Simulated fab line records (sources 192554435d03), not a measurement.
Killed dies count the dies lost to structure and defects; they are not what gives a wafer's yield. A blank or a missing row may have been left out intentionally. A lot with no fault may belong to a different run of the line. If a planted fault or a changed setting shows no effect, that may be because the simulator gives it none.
The tool behind it: which one? ; flow n5Finfet ; Sampling: 11 lots, 32 wafers, 5 of 1938 route steps

## WHAT THE GAUGES READ, wafer by wafer
N5_BEOL_M4_RC_MEAS_101. Usual: DIBL_N 36.6 mV/V, standard deviation 2.1; DIBL_P 36.3 mV/V, standard deviation 2.2; IOFF_N 0.16 nA/um, standard deviation 0.036; IOFF_P 0.21 nA/um, standard deviation 0.038; ION_N 671 uA/um, standard deviation 12; ION_P 460 uA/um, standard deviation 7.5; SS_N 71.8 mV/dec, standard deviation 0.72; SS_P 73.3 mV/dec, standard deviation 0.72; VT_N 250 mV, standard deviation 3.2; VT_P -250 mV, standard deviation 3.5.
lot;measured;on;DIBL_N (mV/V);DIBL_P (mV/V);IOFF_N (nA/um);IOFF_P (nA/um);ION_N (uA/um);ION_P (uA/um);SS_N (mV/dec);SS_P (mV/dec);VT_N (mV);VT_P (mV);flag
L703;day 7 18:29;prober-02;40.1 35.0 37.9;39.8 35.4 38.1;0.20 0.12 0.16;0.21 0.16 0.19;675 655 669;456 453 456;72.6 71.2 71.4;73.9 72.8 73.9;248 253 252;-254 -257 -257;
L705;day 8 11:43;prober-02;35.4 36.8 38.4;36.4 37.3 40.0;0.17 0.20 0.23;0.22 0.23 0.28;661 678 680;459 460 461;72.0 72.4 72.7;74.1 74.3 74.9;250 245 243;-251 -250 -248;
L706;day 8 13:08;prober-01;36.6 34.7 35.2;35.8 33.8 33.3;0.18 0.14 0.14;0.21 0.18 0.17;674 670 664;458 463 452;71.9 71.7 71.7;73.5 73.2 72.9;249 250 251;-251 -254 -253;
L707;day 8 17:33;prober-01;39.1 34.7 33.8;39.6 33.7 33.0;0.20 0.13 0.11;0.25 0.17 0.15;683 654 656;458 451 454;72.3 71.3 70.9;74.0 72.3 72.3;249 252 252;-247 -252 -255;
L708;day 9 00:05;prober-01;37.5 38.7 39.7;36.5 37.5 39.3;0.18 0.21 0.24;0.23 0.27 0.32;673 697 686;463 474 464;71.3 72.4 72.7;73.2 73.8 74.3;247 246 242;-248 -245 -242;
L715;day 10 11:11;prober-01;36.3 38.9;36.0 39.8;0.15 0.22;0.20 0.26;648 677;449 462;71.5 72.6;72.8 73.6;251 246;-248 -245;
L714;day 11 02:38;prober-02;38.5 32.7 37.1;40.2 32.7 37.2;0.19 0.10 0.17;0.22 0.13 0.18;668 649 660;455 448 448;71.9 70.5 72.6;73.7 71.0 72.8;248 256 251;-253 -255 -255;
L716;day 11 02:44;prober-01;40.5 42.0 40.0;39.9 42.1 37.6;0.23 0.27 0.20;0.26 0.30 0.21;696 694 666;469 470 452;72.1 73.8 73.2;74.7 74.8 73.8;244 246 249;-249 -244 -251;
L722;day 12 15:39;prober-01;37.1 36.6 35.7;38.6 35.5 35.3;0.14 0.13 0.12;0.21 0.16 0.16;657 653 648;457 443 447;71.7 71.6 71.1;74.2 73.5 72.5;252 254 255;-251 -257 -254;
L723;day 12 19:21;prober-02;37.9 35.5 36.4;37.7 35.2 36.9;0.18 0.14 0.16;0.22 0.19 0.22;672 667 682;451 457 462;71.8 71.7 71.6;73.7 72.5 73.5;250 254 249;-253 -254 -251;
L726;day 13 12:16;prober-02;35.4 36.7 36.5;34.1 37.2 36.3;0.15 0.17 0.16;0.20 0.27 0.23;671 686 678;462 478 467;70.7 71.8 71.5;73.4 73.5 74.0;250 247 249;-248 -245 -246;

N5_BEOL_M14_OVL_MEAS_11. Usual: V13_OVL gives 2 nm (standard deviation 4.6).
lot;measured;on;V13_OVL (nm);flag
L703;day 10 21:27;overlay-02;0 5 2;
L708;day 12 06:01;overlay-02;6 4 18;
L715;day 13 13:46;overlay-02;9 -3;
L714;day 14 02:34;overlay-01;1 2 -5;
L716;day 14 02:52;overlay-01;2 2 4;
L722;day 15 18:43;overlay-01;8 10 5;
L723;day 16 01:00;overlay-02;1 4 -2;
L726;day 16 18:05;overlay-01;1 1 6;

## TOOL THAT RAN EACH LOT (tool first, then ch and the chambers of the sampled wafers, then the start)
lot;N5_BEOL_M13_ETCH_68;N5_BEOL_M13_DEGAS_41;N5_BEOL_M13_ECD_47
L703;rieDiel-03 ch 0,1,3, day 10 17:30;pvdSputter-03, day 10 19:37;ecdCu-01 ch 0,1, day 10 19:58
L705;rieDiel-05 ch 1,2, day 11 10:25;pvdSputter-02, day 11 11:45;ecdCu-01 ch 0,1, day 11 12:06
L706;rieDiel-05 ch 2,3, day 11 08:59;pvdSputter-03, day 11 09:43;ecdCu-01 ch 0,1, day 11 10:05
L707;rieDiel-05 ch 1,2,3, day 11 12:58;pvdSputter-03, day 11 14:40;ecdCu-01 ch 0,1, day 11 15:02
L708;rieDiel-05 ch 1,2,3, day 12 02:04;pvdSputter-01, day 12 03:47;ecdCu-01 ch 0,1, day 12 04:09
L715;rieDiel-06 ch 0,3, day 13 09:24;pvdSputter-02, day 13 11:51;ecdCu-01 ch 0,1, day 13 12:13
L714;rieDiel-06 ch 0,1, day 13 20:20;pvdSputter-03, day 14 00:37;ecdCu-01 ch 0,1, day 14 00:58
L716;rieDiel-06 ch 2,3, day 13 20:53;pvdSputter-02, day 14 00:41;ecdCu-02 ch 0,1, day 14 01:07
L722;rieDiel-03 ch 1,2,3, day 15 14:53;pvdSputter-02, day 15 16:47;ecdCu-01 ch 0,1, day 15 17:08
L723;rieDiel-05 ch 0,1,2, day 15 20:38;pvdSputter-02, day 15 23:08;ecdCu-01 ch 0,1, day 15 23:32
L726;rieDiel-03 ch 2,3, day 16 10:49;pvdSputter-03, day 16 16:13;ecdCu-02 ch 0,1, day 16 16:37
- N5_BEOL_M13_ETCH_68: etches SOC in N2/H2, time 355 s.
- N5_BEOL_M13_DEGAS_41: time 60 s.
- N5_BEOL_M13_ECD_47: material Cu, target thk 936 nm.

## AS READ BY THE TOOLS THEMSELVES (means over the sampled wafers that have a number; for cases with no such wafer, the mark the record gives instead)
N5_BEOL_M13_ETCH_68. Usual: drypumpMotorCurrentA 5.75 A, standard deviation 0.26; oesProductAu 0.76 a.u., standard deviation 0.077; rfVppV 523.6 V, standard deviation 2.5; showerheadPlenumPTorr 2.54 Torr, standard deviation 0.089; throttleValvePct 17.85 %, standard deviation 0.2.
lot;tool;drypumpMotorCurrentA (A);oesProductAu (a.u.);rfVppV (V);showerheadPlenumPTorr (Torr);throttleValvePct (%);flag
L703;rieDiel-03;5.63;0.71;522.0;2.49;18.03;
L705;rieDiel-05;5.65;0.81;524.5;2.55;17.57;
L706;rieDiel-05;5.94;0.86;526.6;2.66;17.80;
L707;rieDiel-05;5.83;0.81;525.7;2.59;17.69;
L708;rieDiel-05;5.79;0.81;526.1;2.59;17.68;
L715;rieDiel-06;5.83;0.78;523.5;2.54;18.00;
L714;rieDiel-06;5.88;0.70;525.4;2.59;17.98;
L716;rieDiel-06;5.71;0.79;523.8;2.56;17.95;
L722;rieDiel-03;5.68;0.74;523.4;2.54;17.93;
L723;rieDiel-05;5.73;0.74;523.1;2.49;17.73;
L726;rieDiel-03;5.34;0.74;524.4;2.57;17.94;

N5_BEOL_M13_DEGAS_41. Usual: heaterPowerW 325 W, standard deviation 30.
lot;tool;heaterPowerW (W);flag
L703;pvdSputter-03;314;
L705;pvdSputter-02;325;
L706;pvdSputter-03;302;
L707;pvdSputter-03;326;
L708;pvdSputter-01;339;
L715;pvdSputter-02;315;
L714;pvdSputter-03;328;
L716;pvdSputter-02;316;
L722;pvdSputter-02;329;
L723;pvdSputter-02;347;
L726;pvdSputter-03;321;

## THE ANSWER, worked out from the rows above alone
Rule: lot off if the mean of its wafers having a number is beyond 3 standard deviations from the usual mean. A lot without any number at a reading at which 4 lots or more have one is off too. All remaining lots with rows at the step are treated as sound. After the gauges, taken in route order, come the tools' own readings; for these a lot's mean is taken, as printed above. The first step at which some lot is off is used, and at that step the reading that is off furthest; a lot without a number counts as furthest.
None of the lots is off at any reading shown; this tells nothing.

## WHAT WAS PUT IN BY THE SIMULATOR
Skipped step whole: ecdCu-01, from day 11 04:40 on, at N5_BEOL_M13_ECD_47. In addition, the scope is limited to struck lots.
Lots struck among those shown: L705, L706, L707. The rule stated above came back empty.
